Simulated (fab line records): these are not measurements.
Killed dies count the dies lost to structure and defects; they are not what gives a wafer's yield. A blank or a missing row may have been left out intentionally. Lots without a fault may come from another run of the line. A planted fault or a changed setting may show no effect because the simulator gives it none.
Chamber matching / flow n5Finfet / 4 sister chambers for N5_BEOL_M6_STRIP_67 on rieDiel-02
The step strips in CF4. 4 wafers are shown with their chamber, then 12 later ones without.

## WAFERS WITH THEIR CHAMBER
wafer=L089.3; chamber=2; drypumpMotorCurrentA (A)=5.1
wafer=L092.1; chamber=0; drypumpMotorCurrentA (A)=5.4
wafer=L092.2; chamber=3; drypumpMotorCurrentA (A)=5.4
wafer=L092.3; chamber=1; drypumpMotorCurrentA (A)=5.1

## WAFERS MISSING THEIR CHAMBER
wafer=L093.2; drypumpMotorCurrentA (A)=5.4
wafer=L093.3; drypumpMotorCurrentA (A)=5.1
wafer=L093.4; drypumpMotorCurrentA (A)=5.4
wafer=L094.1; drypumpMotorCurrentA (A)=5.4
wafer=L094.5; drypumpMotorCurrentA (A)=5.4
wafer=L094.6; drypumpMotorCurrentA (A)=5.1
wafer=L096.1; drypumpMotorCurrentA (A)=5.0
wafer=L096.2; drypumpMotorCurrentA (A)=5.4
wafer=L096.4; drypumpMotorCurrentA (A)=5.4
wafer=L095.2; drypumpMotorCurrentA (A)=5.1
wafer=L095.3; drypumpMotorCurrentA (A)=5.4
wafer=L095.4; drypumpMotorCurrentA (A)=5.1

## CHAMBER TAKEN BY EACH
wafer=L093.2; from the rows above=can't be placed: 0 or 3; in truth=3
wafer=L093.3; from the rows above=can't be placed: 1 or 2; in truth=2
wafer=L093.4; from the rows above=can't be placed: 0 or 3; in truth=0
wafer=L094.1; from the rows above=can't be placed: 0 or 3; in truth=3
wafer=L094.5; from the rows above=can't be placed: 0 or 3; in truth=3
wafer=L094.6; from the rows above=can't be placed: 1 or 2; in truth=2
wafer=L096.1; from the rows above=can't be placed: 1 or 2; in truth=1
wafer=L096.2; from the rows above=can't be placed: 0 or 3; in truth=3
wafer=L096.4; from the rows above=can't be placed: 0 or 3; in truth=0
wafer=L095.2; from the rows above=can't be placed: 1 or 2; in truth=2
wafer=L095.3; from the rows above=can't be placed: 0 or 3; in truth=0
wafer=L095.4; from the rows above=can't be placed: 1 or 2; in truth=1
0 of 12 placed correctly. These rows do not allow placing 12 (true chamber among the candidates in 12). Placed wrongly: 0.
How it was worked out, from the rows above alone: a wafer's distance from a chamber is the root of the sum, over the readings, of the square of ((its reading less the chamber's mean) divided by the reading's scatter). The wafer belongs to the nearest chamber; if the next one is less than 2 further off, it can't be placed. For every chamber, the mean is computed from those of its wafers that are shown. The scatter: root of mean squared gap, hidden wafer to nearest shown wafer, with one shown wafer a chamber.
